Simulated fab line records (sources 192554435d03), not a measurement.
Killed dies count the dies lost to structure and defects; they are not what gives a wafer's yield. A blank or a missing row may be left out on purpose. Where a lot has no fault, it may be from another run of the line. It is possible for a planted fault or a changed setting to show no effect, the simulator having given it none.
fab line records	flow n5-finfet
record lots=24	wafers=72	last-day=17
route steps=1938 shown BEOL_M3@989 BEOL_M4@1024
lots that met no fault: taken from a fault-free run of the same line
start-h: hours from the record's first day to the start of the lot's first wafer shown	wait-h: how many hours have passed since the lot's step before this one	" unchanged from the row above	L1.1+2: one row covering several wafers at once	- no value, or no start given	* or withheld: withheld	< > ~ a bound
route shown NAME@n: NAME is a module with steps in the file, n the number in the route of the first one	usual: the fault-free wafers' mean and standard deviation	same: alike in all rows	chamber/n: place in a boat	sites: the reading at each site	_std_site: standard deviation of those values	_edge_site: the outer-site mean with the inner-site mean subtracted	radius-mm: how far each site lies from the wafer's centre	mask NAME#n: copy n	behind: tool/chamber where the wafer was last shaped	hold: why the lot went on hold/how many hours it stayed there/how the hold came to an end	device: whichever transistor did not switch (one of n, p or np)	end of line: tests of these same wafers at the route's end	where a step has no rows: the recipe by itself	killed: dies lost to structure and defects at the first sort, not the wafer's yield	map: dies across one wafer; x = killed, . = not, _ = none there
set.NAME: the setting that was run; set.NAME@STEP: the one run at that earlier step	model.NAME: the simulator's own value behind a step, which no gauge read
steps of the route over a sample of lots; a table a step, a row a wafer
services: when a tool's chamber went out of use (start-h, in hours from the record's first day, below 0 if earlier), for how many hours, and the reason
## steps
# step N5_BEOL_M3_DEGAS_44
# recipe ambient=vacuum	temp-c=250	time-s=60
# usual heater-power-w=348/26	susceptor-temp-C=250.00/0.18
lot.wafer	tool	chamber	start-h	wait-h	heater-power-w	susceptor-temp-C
L074.4	pvd-sputter-03	-	141.62	0.1	328	250.09
L074.5	"	-	"	"	382	250.07
L074.6	"	-	"	"	323	250.01
L075.1	pvd-sputter-01	-	151.82	0.3	336	250.08
L075.3	"	-	"	"	341	250.22
L075.6	"	-	"	"	349	249.91
L077.1	pvd-sputter-01	-	164.76	0.8	361	250.18
L077.2	"	-	"	"	349	249.86
L077.5	"	-	"	"	356	249.97
L076.1	pvd-sputter-01	-	164.94	0.5	346	250.11
L076.3	"	-	"	"	333	250.17
L076.5	"	-	"	"	340	249.91
L078.1	pvd-sputter-03	-	178.97	0.5	308	250.30
L078.3	"	-	"	"	328	249.92
L078.5	"	-	"	"	367	250.16
L079.2	pvd-sputter-03	-	182.39	0.3	327	249.93
L079.4	"	-	"	"	345	249.81
L079.5	"	-	"	"	324	249.92
L080.1	pvd-sputter-02	-	182.81	0.5	346	249.80
L080.4	"	-	"	"	313	250.02
L080.6	"	-	"	"	315	250.24
L081.3	pvd-sputter-01	-	192.22	0.2	337	249.89
L081.4	"	-	"	"	353	250.14
L081.5	"	-	"	"	352	250.01
L082.2	pvd-sputter-03	-	200.21	0.7	327	250.02
L082.3	"	-	"	"	324	250.05
L082.6	"	-	"	"	383	249.81
L083.3	pvd-sputter-01	-	215.29	0.3	345	249.83
L083.4	"	-	"	"	345	249.58
L083.5	"	-	"	"	340	250.10
L084.4	pvd-sputter-02	-	215.29	0.2	346	249.54
L084.5	"	-	"	"	315	249.75
L084.6	"	-	"	"	363	249.59
L085.2	pvd-sputter-02	-	218.58	0.4	423	249.46
L085.4	"	-	"	"	318	249.97
L085.5	"	-	"	"	428	249.82
L086.1	pvd-sputter-03	-	221.70	0.2	347	249.94
L086.2	"	-	"	"	314	249.96
L086.6	"	-	"	"	351	249.83
L087.1	pvd-sputter-03	-	221.88	0.1	318	249.74
L087.2	"	-	"	"	343	250.16
L087.3	"	-	"	"	315	249.82
L088.1	pvd-sputter-03	-	231.83	0.2	386	250.16
L088.4	"	-	"	"	353	249.89
L088.5	"	-	"	"	318	250.48
L089.1	pvd-sputter-03	-	246.03	0.2	350	250.00
L089.3	"	-	"	"	387	250.27
L089.6	"	-	"	"	348	250.08
L090.3	pvd-sputter-01	-	248.97	0.1	358	249.97
L090.4	"	-	"	"	329	250.02
L090.6	"	-	"	"	332	250.14
L091.1	pvd-sputter-01	-	257.29	0.2	359	249.99
L091.2	"	-	"	"	339	249.92
L091.6	"	-	"	"	349	250.01
L092.1	pvd-sputter-03	-	265.57	1.9	324	250.13
L092.2	"	-	"	"	332	250.01
L092.3	"	-	"	"	354	250.15
L093.3	pvd-sputter-01	-	272.98	0.2	360	250.08
L093.4	"	-	"	"	336	249.94
L093.6	"	-	"	"	333	250.19
L094.1	pvd-sputter-01	-	273.06	0.2	339	250.10
L094.4	"	-	"	"	342	250.16
L094.6	"	-	"	"	337	249.86
L095.1	pvd-sputter-03	-	276.32	0.3	374	250.02
L095.4	"	-	"	"	322	249.84
L095.5	"	-	"	"	343	250.24
L097.2	pvd-sputter-02	-	286.63	0.2	320	249.96
L097.3	"	-	"	"	436	250.04
L097.6	"	-	"	"	321	249.75
L096.3	pvd-sputter-02	-	294.87	0.2	348	250.16
L096.4	"	-	"	"	321	249.93
L096.6	"	-	"	"	434	249.88
# step N5_BEOL_M3_SURFACE_TREAT_85
# recipe gas=Ar	time-s=*	ion-energy-ev=*	ion-current-ma-cm2=0.5	pressure-mtorr=*	ar-flow-sccm=30
# usual throttle-valve-pct=*
lot.wafer	tool	chamber	start-h	wait-h	throttle-valve-pct
L074.4	pvd-sputter-01	-	142.24	0.4	*
L074.5	"	-	"	"	*
L074.6	"	-	"	"	*
L075.1	pvd-sputter-01	-	152.15	0.1	*
L075.3	"	-	"	"	*
L075.6	"	-	"	"	*
L077.1	pvd-sputter-01	-	165.12	0.2	*
L077.2	"	-	"	"	*
L077.5	"	-	"	"	*
L076.1	pvd-sputter-02	-	165.35	0.2	*
L076.3	"	-	"	"	*
L076.5	"	-	"	"	*
L078.1	pvd-sputter-03	-	179.35	0.2	*
L078.3	"	-	"	"	*
L078.5	"	-	"	"	*
L080.1	pvd-sputter-01	-	183.50	0.3	*
L080.4	"	-	"	"	*
L080.6	"	-	"	"	*
L079.2	pvd-sputter-03	-	185.68	0.3	*
L079.4	"	-	"	"	*
L079.5	"	-	"	"	*
L081.3	pvd-sputter-02	-	192.79	0.3	*
L081.4	"	-	"	"	*
L081.5	"	-	"	"	*
L082.2	pvd-sputter-03	-	200.55	0.1	*
L082.3	"	-	"	"	*
L082.6	"	-	"	"	*
L083.3	pvd-sputter-02	-	215.73	0.2	*
L083.4	"	-	"	"	*
L083.5	"	-	"	"	*
L084.4	pvd-sputter-02	-	215.88	0.2	*
L084.5	"	-	"	"	*
L084.6	"	-	"	"	*
L085.2	pvd-sputter-02	-	219.02	0.1	*
L085.4	"	-	"	"	*
L085.5	"	-	"	"	*
L086.1	pvd-sputter-01	-	222.08	0.2	*
L086.2	"	-	"	"	*
L086.6	"	-	"	"	*
L087.1	pvd-sputter-03	-	222.29	0.2	*
L087.2	"	-	"	"	*
L087.3	"	-	"	"	*
L088.1	pvd-sputter-03	-	232.37	0.3	*
L088.4	"	-	"	"	*
L088.5	"	-	"	"	*
L089.1	pvd-sputter-01	-	246.49	0.3	*
L089.3	"	-	"	"	*
L089.6	"	-	"	"	*
L090.3	pvd-sputter-01	-	249.58	0.4	*
L090.4	"	-	"	"	*
L090.6	"	-	"	"	*
L091.1	pvd-sputter-02	-	257.66	0.2	*
L091.2	"	-	"	"	*
L091.6	"	-	"	"	*
L092.1	pvd-sputter-02	-	265.97	0.2	*
L092.2	"	-	"	"	*
L092.3	"	-	"	"	*
L093.3	pvd-sputter-02	-	273.53	0.4	*
L093.4	"	-	"	"	*
L093.6	"	-	"	"	*
L094.1	pvd-sputter-01	-	273.61	0.4	*
L094.4	"	-	"	"	*
L094.6	"	-	"	"	*
L095.1	pvd-sputter-02	-	276.66	0.1	*
L095.4	"	-	"	"	*
L095.5	"	-	"	"	*
L097.2	pvd-sputter-03	-	287.06	0.2	*
L097.3	"	-	"	"	*
L097.6	"	-	"	"	*
L096.3	pvd-sputter-03	-	295.29	0.2	*
L096.4	"	-	"	"	*
L096.6	"	-	"	"	*
# step N5_BEOL_M3_SPUTTER_79
# recipe material=Cu	target-thk-a=45	temp-c=-20	chamber-pressure-pa=0.07	power-w=withheld	time-s=8.29
# usual susceptor-temp-C=-19.99/0.099	throttle-valve-pct=30.0/0.91
lot.wafer	tool	chamber	start-h	wait-h	susceptor-temp-C	throttle-valve-pct
L074.4	pvd-sputter-01	-	142.78	0.1	-20.01	29.8
L074.5	"	-	"	"	-19.83	31.9
L074.6	"	-	"	"	-19.97	30.2
L075.1	pvd-sputter-02	-	154.18	0.1	-19.99	29.1
L075.3	"	-	"	"	-20.05	29.0
L075.6	"	-	"	"	-20.05	29.1
L077.1	pvd-sputter-02	-	165.61	0.1	-19.82	30.0
L077.2	"	-	"	"	-20.01	29.2
L077.5	"	-	"	"	-20.14	29.2
L076.1	pvd-sputter-01	-	166.05	0.1	-19.87	29.9
L076.3	"	-	"	"	-20.16	30.3
L076.5	"	-	"	"	-19.82	29.7
L078.1	pvd-sputter-03	-	180.13	0.1	-20.00	29.6
L078.3	"	-	"	"	-19.96	29.2
L078.5	"	-	"	"	-20.06	29.6
L080.1	pvd-sputter-01	-	184.20	0.1	-19.92	30.0
L080.4	"	-	"	"	-19.91	30.8
L080.6	"	-	"	"	-19.80	30.0
L079.2	pvd-sputter-01	-	186.14	0.1	-19.96	31.9
L079.4	"	-	"	"	-20.06	30.2
L079.5	"	-	"	"	-20.10	30.2
L081.3	pvd-sputter-02	-	193.23	0.1	-19.98	29.9
L081.4	"	-	"	"	-19.79	29.1
L081.5	"	-	"	"	-20.12	29.0
L082.2	pvd-sputter-03	-	201.01	0.1	-20.02	29.9
L082.3	"	-	"	"	-19.85	29.3
L082.6	"	-	"	"	-20.04	30.4
L083.3	pvd-sputter-02	-	216.18	0.1	-19.98	28.8
L083.4	"	-	"	"	-20.05	29.2
L083.5	"	-	"	"	-20.04	29.9
L084.4	pvd-sputter-03	-	217.35	0.1	-19.86	29.6
L084.5	"	-	"	"	-19.95	29.9
L084.6	"	-	"	"	-19.87	30.2
L085.2	pvd-sputter-01	-	219.53	0.1	-20.04	29.9
L085.4	"	-	"	"	-20.08	32.3
L085.5	"	-	"	"	-20.07	30.1
L086.1	pvd-sputter-01	-	222.53	0.1	-19.84	31.8
L086.2	"	-	"	"	-20.22	29.6
L086.6	"	-	"	"	-19.98	29.7
L087.1	pvd-sputter-01	-	224.37	0.1	-19.97	30.8
L087.2	"	-	"	"	-20.06	30.0
L087.3	"	-	"	"	-19.92	30.0
L088.1	pvd-sputter-01	-	232.82	0.1	-19.86	29.9
L088.4	"	-	"	"	-20.22	31.9
L088.5	"	-	"	"	-20.02	29.8
L089.1	pvd-sputter-01	-	247.09	0.1	-20.01	30.9
L089.3	"	-	"	"	-19.88	32.3
L089.6	"	-	"	"	-19.99	30.9
L090.3	pvd-sputter-03	-	250.11	0.1	-20.04	31.7
L090.4	"	-	"	"	-19.93	30.0
L090.6	"	-	"	"	-19.96	29.2
L091.1	pvd-sputter-01	-	258.13	0.1	-19.88	30.1
L091.2	"	-	"	"	-20.15	30.0
L091.6	"	-	"	"	-20.15	30.8
L092.1	pvd-sputter-02	-	266.49	0.1	-19.93	29.1
L092.2	"	-	"	"	-19.90	29.2
L092.3	"	-	"	"	-19.98	28.9
L093.3	pvd-sputter-02	-	274.37	0.1	-19.80	29.0
L093.4	"	-	"	"	-19.97	29.9
L093.6	"	-	"	"	-20.04	29.3
L094.1	pvd-sputter-01	-	275.90	0.1	-20.00	32.0
L094.4	"	-	"	"	-19.94	30.1
L094.6	"	-	"	"	-19.92	30.8
L095.1	pvd-sputter-02	-	277.18	0.1	-20.03	30.1
L095.4	"	-	"	"	-19.93	28.9
L095.5	"	-	"	"	-19.93	29.0
L097.2	pvd-sputter-02	-	287.51	0.1	-19.94	28.7
L097.3	"	-	"	"	-20.12	29.2
L097.6	"	-	"	"	-20.02	28.8
L096.3	pvd-sputter-02	-	295.74	0.1	-20.06	29.3
L096.4	"	-	"	"	-20.01	30.1
L096.6	"	-	"	"	-19.95	29.3
# step N5_BEOL_M4_HM_DEP_02
# recipe material=TiN	target-thk-a=200	temp-c=25	chamber-pressure-pa=0.49996
# usual susceptor-temp-C=25.00/0.11	throttle-valve-pct=30.0/0.98
lot.wafer	tool	chamber	start-h	wait-h	susceptor-temp-C	throttle-valve-pct
L074.4	pvd-sputter-03	-	147.31	1.5	25.08	29.6
L074.5	"	-	"	"	25.05	29.2
L074.6	"	-	"	"	24.81	29.8
L075.1	pvd-sputter-03	-	159.09	1.5	25.19	29.1
L075.3	"	-	"	"	25.07	31.9
L075.6	"	-	"	"	25.05	31.5
L077.1	pvd-sputter-02	-	168.61	0.2	25.16	28.9
L077.2	"	-	"	"	25.07	29.0
L077.5	"	-	"	"	25.10	29.2
L076.1	pvd-sputter-02	-	169.01	0.0	25.12	28.9
L076.3	"	-	"	"	24.98	29.1
L076.5	"	-	"	"	25.06	29.3
L078.1	pvd-sputter-01	-	185.82	2.8	25.09	32.0
L078.3	"	-	"	"	25.04	30.8
L078.5	"	-	"	"	24.94	31.2
L080.1	pvd-sputter-01	-	188.08	1.1	25.02	30.9
L080.4	"	-	"	"	25.07	29.8
L080.6	"	-	"	"	25.01	31.7
L079.2	pvd-sputter-01	-	190.82	1.4	24.87	30.5
L079.4	"	-	"	"	24.99	31.7
L079.5	"	-	"	"	25.02	32.0
L081.3	pvd-sputter-03	-	196.51	0.4	25.04	29.4
L081.4	"	-	"	"	24.95	31.9
L081.5	"	-	"	"	25.00	31.8
L082.2	pvd-sputter-03	-	204.35	0.5	24.71	31.7
L082.3	"	-	"	"	25.06	29.9
L082.6	"	-	"	"	25.22	30.1
L083.3	pvd-sputter-02	-	219.28	0.3	24.85	28.9
L083.4	"	-	"	"	24.97	30.0
L083.5	"	-	"	"	25.06	29.1
L084.4	pvd-sputter-01	-	221.15	0.9	24.85	30.7
L084.5	"	-	"	"	25.12	30.0
L084.6	"	-	"	"	24.75	32.2
L085.2	pvd-sputter-03	-	222.36	0.1	25.11	31.8
L085.4	"	-	"	"	25.21	29.3
L085.5	"	-	"	"	24.96	29.9
L086.1	pvd-sputter-02	-	225.56	0.3	24.97	29.9
L086.2	"	-	"	"	25.02	29.4
L086.6	"	-	"	"	24.93	29.1
L087.1	pvd-sputter-02	-	227.82	0.6	25.13	30.0
L087.2	"	-	"	"	24.90	29.0
L087.3	"	-	"	"	25.01	29.1
L088.1	pvd-sputter-02	-	236.05	0.5	25.03	29.2
L088.4	"	-	"	"	25.01	28.9
L088.5	"	-	"	"	25.04	30.0
L089.1	pvd-sputter-03	-	251.87	1.6	24.77	29.1
L089.3	"	-	"	"	24.81	29.9
L089.6	"	-	"	"	24.82	29.7
L090.3	pvd-sputter-03	-	253.41	0.4	24.90	31.6
L090.4	"	-	"	"	24.88	29.6
L090.6	"	-	"	"	25.01	29.1
L091.1	pvd-sputter-02	-	261.20	0.1	25.11	29.4
L091.2	"	-	"	"	24.92	29.1
L091.6	"	-	"	"	24.95	29.2
L092.1	pvd-sputter-01	-	271.80	2.3	25.02	29.7
L092.2	"	-	"	"	25.08	29.8
L092.3	"	-	"	"	25.00	32.1
L093.3	pvd-sputter-03	-	278.27	0.9	25.22	32.1
L093.4	"	-	"	"	24.80	29.1
L093.6	"	-	"	"	25.18	31.6
L095.1	pvd-sputter-03	-	282.18	2.2	25.00	29.4
L095.4	"	-	"	"	25.10	29.6
L095.5	"	-	"	"	25.05	29.1
L097.2	pvd-sputter-02	-	290.55	0.0	25.10	29.2
L097.3	"	-	"	"	25.04	29.5
L097.6	"	-	"	"	25.27	29.2
L094.1	pvd-sputter-01	-	292.59	1.8	25.09	29.8
L094.4	"	-	"	"	25.00	31.7
L094.6	"	-	"	"	24.96	29.8
L096.3	pvd-sputter-03	-	299.17	0.6	24.89	29.1
L096.4	"	-	"	"	24.96	31.5
L096.6	"	-	"	"	24.99	30.0
# step N5_BEOL_M4_CD_MEAS_28
# recipe target-cd-nm=26.2	landing-energy-ev=500	detector=se-inlens	target-cd-y-nm=24.1	polarity=opening
# usual cd-nm=26.15/0.23
lot.wafer	tool	chamber	start-h	wait-h	cd-nm
L074.4	cd-sem-03	0	149.01	-	26.38
L074.5	"	0	"	"	26.00
L074.6	"	0	"	"	25.96
L075.1	cd-sem-01	0	160.53	-	26.18
L075.3	"	0	"	"	25.70
L075.6	"	0	"	"	26.40
L077.1	cd-sem-03	0	170.15	-	26.25
L077.2	"	0	"	"	26.24
L077.5	"	0	"	"	25.97
L076.1	cd-sem-03	0	170.55	-	26.25
L076.3	"	0	"	"	26.08
L076.5	"	0	"	"	26.00
L078.1	cd-sem-01	0	187.57	-	26.10
L078.3	"	0	"	"	26.17
L078.5	"	0	"	"	26.02
L080.1	cd-sem-02	0	189.39	-	26.25
L080.4	"	0	"	"	26.29
L080.6	"	0	"	"	26.25
L079.2	cd-sem-02	0	192.13	-	26.09
L079.4	"	0	"	"	25.89
L079.5	"	0	"	"	26.21
L081.3	cd-sem-02	0	198.32	-	26.20
L081.4	"	0	"	"	26.18
L081.5	"	0	"	"	26.39
L082.2	cd-sem-01	0	205.89	-	25.76
L082.3	"	0	"	"	26.01
L082.6	"	0	"	"	26.03
L083.3	cd-sem-01	0	220.68	-	26.29
L083.4	"	0	"	"	26.29
L083.5	"	0	"	"	26.03
L084.4	cd-sem-02	0	222.55	-	26.55
L084.5	"	0	"	"	25.81
L084.6	"	0	"	"	26.08
L085.2	cd-sem-02	0	224.16	-	26.37
L085.4	"	0	"	"	26.05
L085.5	"	0	"	"	26.05
L086.1	cd-sem-01	0	226.83	-	26.36
L086.2	"	0	"	"	26.31
L086.6	"	0	"	"	26.10
L087.1	cd-sem-03	0	229.26	-	26.03
L087.2	"	0	"	"	25.76
L087.3	"	0	"	"	26.47
L088.1	cd-sem-03	0	237.57	-	26.53
L088.4	"	0	"	"	26.38
L088.5	"	0	"	"	26.34
L089.1	cd-sem-01	0	253.28	-	25.88
L089.3	"	0	"	"	26.23
L089.6	"	0	"	"	26.32
L090.3	cd-sem-01	0	255.15	-	26.00
L090.4	"	0	"	"	26.30
L090.6	"	0	"	"	26.31
L091.1	cd-sem-02	0	262.48	-	26.18
L091.2	"	0	"	"	25.94
L091.6	"	0	"	"	25.92
L092.1	cd-sem-03	0	273.37	-	26.52
L092.2	"	0	"	"	26.29
L092.3	"	0	"	"	26.01
L093.3	cd-sem-01	0	280.23	-	26.12
L093.4	"	0	"	"	26.17
L093.6	"	0	"	"	25.93
L095.1	cd-sem-01	0	283.80	-	26.14
L095.4	"	0	"	"	26.08
L095.5	"	0	"	"	26.37
L097.2	cd-sem-01	0	291.95	-	26.30
L097.3	"	0	"	"	25.67
L097.6	"	0	"	"	26.31
L094.1	cd-sem-03	0	294.11	-	26.01
L094.4	"	0	"	"	26.32
L094.6	"	0	"	"	25.78
L096.3	cd-sem-02	0	300.57	-	25.65
L096.4	"	0	"	"	26.20
L096.6	"	0	"	"	26.29
# step N5_BEOL_M4_ETCHBACK_99
# recipe chemistry=CHF3	target=SiO2	target-depth-a=50	time-s=10.4	source-w=215	bias-w=47	Ar_flow_sccm=200	CHF3_flow_sccm=12	ion-energy-ev=100	pressure-mtorr=30
# usual drypump-motor-current-A=5.9/0.35	oes-product-au=0.78/0.087	rf-vpp-V=241/3.1	showerhead-plenum-p-Torr=2.17/0.062	throttle-valve-pct=17.12/0.27
lot.wafer	tool	chamber	start-h	wait-h	drypump-motor-current-A	oes-product-au	rf-hours-counter-h	rf-vpp-V	showerhead-plenum-p-Torr	throttle-valve-pct
L074.4	rie-diel-04	1	150.12	0.7	6.5	0.68	236	238	2.21	17.39
L074.5	"	0	"	"	6.3	0.71	-	245	2.21	17.14
L074.6	"	1	"	"	6.5	0.69	-	238	2.21	17.37
L075.1	rie-diel-04	2	167.61	6.2	6.1	0.75	158	242	2.14	17.38
L075.3	"	0	"	"	6.2	0.72	223	245	2.21	17.13
L075.6	"	1	"	"	6.5	0.68	-	240	2.21	17.39
L077.1	rie-diel-05	1	173.45	2.9	5.5	0.71	184	246	2.22	17.14
L077.2	"	3	"	"	5.8	0.85	51	238	2.10	16.93
L077.5	"	0	"	"	5.6	0.87	-	240	2.30	16.77
L076.1	rie-diel-05	0	176.51	5.1	5.7	0.86	38	238	2.29	16.80
L076.3	"	1	"	"	5.5	0.70	184	246	2.22	17.12
L076.5	"	0	"	"	5.7	0.86	-	239	2.29	16.78
L078.1	rie-diel-04	0	191.51	3.5	6.3	0.70	231	244	2.21	17.16
L078.3	"	3	"	"	6.3	0.75	182	239	2.14	17.36
L078.5	"	2	"	"	6.0	0.75	-	242	2.13	17.40
L080.1	rie-diel-03	2	195.21	5.5	5.8	0.88	53	244	2.28	16.75
L080.4	"	1	"	"	5.4	0.74	171	236	2.06	16.68
L080.6	"	2	"	"	5.8	0.88	-	244	2.28	16.75
L079.2	rie-diel-03	0	195.59	3.0	5.7	0.68	238	245	2.21	17.36
L079.4	"	3	"	"	5.5	0.72	185	239	2.14	17.39
L079.5	"	1	"	"	5.4	0.74	-	237	2.06	16.68
L081.3	rie-diel-04	0	199.97	1.3	6.3	0.70	234	243	2.21	17.15
L081.4	"	3	"	"	6.3	0.75	-	240	2.14	17.36
L081.5	"	2	"	"	6.1	0.75	-	241	2.13	17.41
L082.2	rie-diel-03	1	217.67	11.4	5.4	0.73	179	235	2.05	16.69
L082.3	"	3	"	"	5.5	0.71	192	241	2.13	17.38
L082.6	"	0	"	"	5.7	0.66	-	245	2.21	17.38
L083.3	rie-diel-04	0	221.39	0.1	6.3	0.70	243	246	2.20	17.17
L083.4	"	2	"	"	6.1	0.74	179	242	2.13	17.41
L083.5	"	2	"	"	6.1	0.74	-	242	2.13	17.41
L084.4	rie-diel-04	3	223.94	0.7	6.2	0.74	194	239	2.13	17.38
L084.5	"	3	"	"	6.3	0.74	-	240	2.13	17.39
L084.6	"	0	"	"	6.2	0.69	-	245	2.20	17.19
L085.2	rie-diel-05	2	224.88	0.2	5.5	0.84	69	246	2.17	16.95
L085.4	"	2	"	"	5.5	0.83	-	246	2.17	16.95
L085.5	"	1	"	"	5.5	0.69	-	244	2.22	17.18
L086.1	rie-diel-03	3	228.00	0.9	5.5	0.71	196	239	2.13	17.39
L086.2	"	2	"	"	5.8	0.86	64	242	2.27	16.77
L086.6	"	2	"	"	5.7	0.86	-	242	2.27	16.77
L087.1	rie-diel-03	1	231.46	1.9	5.3	0.73	184	236	2.05	16.71
L087.2	"	3	"	"	5.6	0.71	198	240	2.13	17.41
L087.3	"	2	"	"	5.7	0.86	66	243	2.27	16.77
L088.1	rie-diel-05	0	251.24	13.2	5.6	0.84	61	239	2.29	16.84
L088.4	"	2	"	"	5.5	0.81	77	246	2.17	16.98
L088.5	"	2	"	"	5.5	0.81	-	245	2.17	16.96
L089.1	rie-diel-04	2	253.72	0.1	6.1	0.72	193	241	2.13	17.42
L089.3	"	3	"	"	6.3	0.74	206	240	2.13	17.40
L089.6	"	3	"	"	6.2	0.73	-	238	2.13	17.41
L090.3	rie-diel-04	1	256.84	1.4	6.4	0.93	18	239	2.20	17.02
L090.4	"	3	"	"	6.3	0.72	-	239	2.13	17.41
L090.6	"	1	"	"	6.5	0.93	-	239	2.20	17.01
L091.1	rie-diel-03	3	267.74	3.5	5.5	0.69	212	240	2.13	17.43
L091.2	"	1	"	"	5.5	0.72	199	238	2.05	16.73
L091.6	"	2	"	"	5.8	0.82	-	242	2.27	16.81
L092.1	rie-diel-05	3	278.46	4.8	5.9	0.80	92	237	2.09	17.00
L092.2	"	2	"	"	5.5	0.80	90	246	2.16	17.00
L092.3	"	1	"	"	5.5	0.67	224	244	2.21	17.22
L093.3	rie-diel-04	1	289.10	8.4	6.5	0.91	28	239	2.20	17.03
L093.4	"	3	"	"	6.3	0.72	218	240	2.13	17.42
L093.6	"	0	"	"	6.3	0.97	-	242	2.20	16.74
L095.1	rie-diel-05	0	289.10	5.0	5.7	0.83	71	241	2.28	16.86
L095.4	"	2	"	"	5.5	0.80	92	245	2.16	17.00
L095.5	"	2	"	"	5.5	0.80	-	247	2.16	16.98
L097.2	rie-diel-04	2	294.02	1.7	6.0	0.72	205	242	2.12	17.48
L097.3	"	0	"	"	6.3	0.98	9	244	2.20	16.74
L097.6	"	1	"	"	6.4	0.92	-	240	2.20	17.03
L094.1	rie-diel-04	2	298.55	3.8	6.0	0.72	207	240	2.12	17.47
L094.4	"	1	"	"	6.4	0.91	31	240	2.20	17.03
L094.6	"	3	"	"	6.2	0.72	-	240	2.12	17.43
L096.3	rie-diel-04	2	308.07	6.9	6.1	0.71	210	240	2.12	17.49
L096.4	"	3	"	"	6.3	0.72	225	241	2.12	17.43
L096.6	"	0	"	"	6.3	0.95	-	245	2.19	16.75
## services
tool	chamber	start-h	hours	kind
pvd-sputter-03	-	131.77	0.5	repair
pvd-sputter-03	-	135.06	2.9	repair
rie-diel-04	1	198.07	-	clean
rie-diel-04	1	198.07	-	consumable-replace:focus-ring
rie-diel-04	1	198.07	16.8	scheduled-down
rie-diel-04	1	198.07	16.8	vent-cycle
rie-diel-05	0	219.57	8.4	repair
rie-diel-03	0	230.47	-	clean
rie-diel-03	0	230.47	-	consumable-replace:focus-ring
rie-diel-03	0	230.47	17.0	scheduled-down
rie-diel-03	0	230.47	17.0	vent-cycle
rie-diel-05	2	241.26	2.6	repair
rie-diel-04	0	242.74	-	clean
rie-diel-04	0	242.74	-	consumable-replace:focus-ring
rie-diel-04	0	242.74	14.2	scheduled-down
rie-diel-04	0	242.74	14.2	vent-cycle
rie-diel-05	0	255.58	11.1	repair
rie-diel-04	0	266.18	6.3	repair
rie-diel-05	-	299.94	2.8	pm
## key
fault none
